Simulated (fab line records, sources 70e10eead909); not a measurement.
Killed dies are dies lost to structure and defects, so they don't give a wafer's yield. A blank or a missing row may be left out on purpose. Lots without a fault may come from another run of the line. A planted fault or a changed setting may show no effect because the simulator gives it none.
Chamber matching | flow nand_harc | NHARC_A_STAIRCASE_ETCH_169 on rie_diel-02: 4 sister chambers
The step etches the open film in CH3F/O2, target depth 50 nm, time 107.1 s. 18 wafers are shown with their chamber, then 9 later ones without.

WAFERS WITH THEIR CHAMBER
wafer  | chamber | showerhead_plenum_p_Torr (Torr) | drypump_motor_current_A (A) | rf_vpp_V (V)
L075.1 | 1       | 2.53                            | 5.8                         | 247.1
L075.2 | 2       | 2.64                            | 6.5                         | 245.4
L075.6 | 1       | 2.53                            | 5.9                         | 245.3
L074.1 | 0       | 2.64                            | 6.1                         | 246.6
L074.2 | 2       | 2.64                            | 6.5                         | 245.5
L074.5 | 0       | 2.64                            | 6.1                         | 247.1
L076.1 | 2       | 2.64                            | 6.5                         | 246.1
L076.2 | 0       | 2.64                            | 6.1                         | 246.3
L076.3 | 1       | 2.53                            | 5.8                         | 245.8
L077.1 | 0       | 2.64                            | 6.1                         | 245.7
L077.2 | 1       | 2.53                            | 5.9                         | 246.3
L077.6 | 0       | 2.64                            | 6.1                         | 246.2
L078.2 | 3       | 2.38                            | 5.5                         | 243.6
L078.3 | 2       | 2.63                            | 6.5                         | 247.3
L078.6 | 2       | 2.63                            | 6.4                         | 246.2
L083.3 | 3       | 2.37                            | 5.5                         | 242.2
L083.4 | 0       | 2.64                            | 6.1                         | 246.5
L083.6 | 2       | 2.63                            | 6.4                         | 247.2

SIGNATURES (means of the wafers above)
reading                  | chamber 0 | chamber 1 | chamber 2 | chamber 3 | scatter within a chamber
showerhead_plenum_p_Torr | 2.6400    | 2.5300    | 2.6350    | 2.3750    | 0.00378
drypump_motor_current_A  | 6.100     | 5.850     | 6.467     | 5.500     | 0.0408
rf_vpp_V                 | 246.400   | 246.125   | 246.283   | 242.900   | 0.714
Rule: a wafer's distance from a chamber is the root of the sum, over the readings, of the square of ((its reading less the chamber's mean) divided by the reading's scatter). The wafer belongs to the nearest chamber; if the next one is less than 2 further off, it can't be placed. The scatter: the root of (the sum of the squares of (reading less its chamber's mean) over the shown wafers, divided by (wafers less chambers)).

WAFERS WITHOUT THEIR CHAMBER
wafer  | showerhead_plenum_p_Torr (Torr) | drypump_motor_current_A (A) | rf_vpp_V (V)
L082.1 | 2.64                            | 6.1                         | 246.3
L082.2 | 2.37                            | 5.5                         | 243.2
L082.5 | 2.52                            | 5.8                         | 244.3
L084.4 | 2.52                            | 5.9                         | 245.7
L084.5 | 2.62                            | 6.5                         | 247.1
L084.6 | 2.63                            | 6.1                         | 246.5
L085.2 | 2.62                            | 6.5                         | 246.8
L085.5 | 2.62                            | 6.5                         | 248.7
L085.6 | 2.37                            | 5.5                         | 243.4

WHICH CHAMBER EACH WENT THROUGH
wafer  | from the rows above | in truth
L082.1 | 0                   | 0
L082.2 | 3                   | 3
L082.5 | 1                   | 1
L084.4 | 1                   | 1
L084.5 | 2                   | 2
L084.6 | 0                   | 0
L085.2 | 2                   | 2
L085.5 | 2                   | 2
L085.6 | 3                   | 3
Placed correctly: 9 of 9. Can't be placed from these rows: 0. Placed wrongly: 0.
